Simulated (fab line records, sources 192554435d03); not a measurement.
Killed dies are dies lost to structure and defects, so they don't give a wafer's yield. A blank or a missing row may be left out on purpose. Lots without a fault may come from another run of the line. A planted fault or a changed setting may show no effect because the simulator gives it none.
One fault seen from 2 desks | flow n5_finfet | each desk has only its own numbers; what lay behind them comes last

THE METROLOGY DESK
What the gauges read, lot by lot, whatever tool the lot ran on: means of the sampled wafers that have a number. A lot is out of limits, marked OUT, if its mean lies more than 4 standard deviations from the usual mean; the brackets give that distance.
Columns: A = cd_nm at N5_PASSIVATION_CD_MEAS_44, usual 40001 nm
lot  | first seen here | A
L731 | day 12 07:27    | 40010
L735 | day 15 06:03    | 40004
L739 | day 16 07:04    | 39996
L737 | day 16 07:52    | 39996
L741 | day 16 13:30    | 40005
L743 | day 17 04:16    | 39995
L746 | day 17 11:14    | 40004
L745 | day 17 11:59    | 39999
L747 | day 17 19:35    | 40010
L749 | day 18 07:51    | 39993
L750 | day 18 21:09    | 40005
This desk's finding: nothing out of limits on any of the 11 lots.

THE TOOL OWNER'S DESK: rie_diel-01
The tool's own readings at N5_BEOL_M7_VIA_ETCH_34 (etches SiCOH lowk in C4F6/O2, target depth 125.5 nm, time 50.5 s): means of the sampled wafers that have a number, for each lot that ran on this tool. A lot is out of limits, marked OUT, if its mean lies more than 4 standard deviations from the usual mean; the brackets give that distance. Of its 8 readings 7 are shown: those that lie furthest out on some lot.
Columns: A = bias_w at N5_BEOL_M7_VIA_ETCH_34, usual 185.1 W; B = drypump_motor_current_A at N5_BEOL_M7_VIA_ETCH_34, usual 5.7 A; C = mfc_ar_sccm at N5_BEOL_M7_VIA_ETCH_34, usual 300.1 sccm; D = oes_product_au at N5_BEOL_M7_VIA_ETCH_34, usual 0.80 a.u.; E = rf_vpp_V at N5_BEOL_M7_VIA_ETCH_34, usual 665 V; F = showerhead_plenum_p_Torr at N5_BEOL_M7_VIA_ETCH_34, usual 2.86 Torr; G = throttle_valve_pct at N5_BEOL_M7_VIA_ETCH_34, usual 20.93 %
lot  | first seen here | A     | B   | C     | D    | E   | F    | G
L731 | day 9 11:43     | 185.4 | 5.7 | 301.3 | 0.77 | 660 | 2.93 | 20.91
L735 | day 12 09:11    | 184.9 | 6.2 | 299.9 | 0.87 | 661 | 2.84 | 20.48
L739 | day 12 20:31    | 185.2 | 5.5 | 300.7 | 0.75 | 654 | 2.89 | 21.16
L737 | day 12 21:07    | 185.8 | 5.5 | 299.8 | 0.75 | 654 | 2.89 | 21.15
L741 | day 13 01:26    | 185.1 | 6.2 | 299.9 | 0.86 | 660 | 2.84 | 20.50
L745 | day 13 14:13    | 185.7 | 6.1 | 300.2 | 0.87 | 656 | 2.81 | 20.71
This desk's finding: nothing out of limits on any of the 6 lots.

PUT TOGETHER
The metrology desk saw nothing out of limits.
The tool owner's desk saw nothing out of limits.

WHAT THE SIMULATOR HAD PUT IN
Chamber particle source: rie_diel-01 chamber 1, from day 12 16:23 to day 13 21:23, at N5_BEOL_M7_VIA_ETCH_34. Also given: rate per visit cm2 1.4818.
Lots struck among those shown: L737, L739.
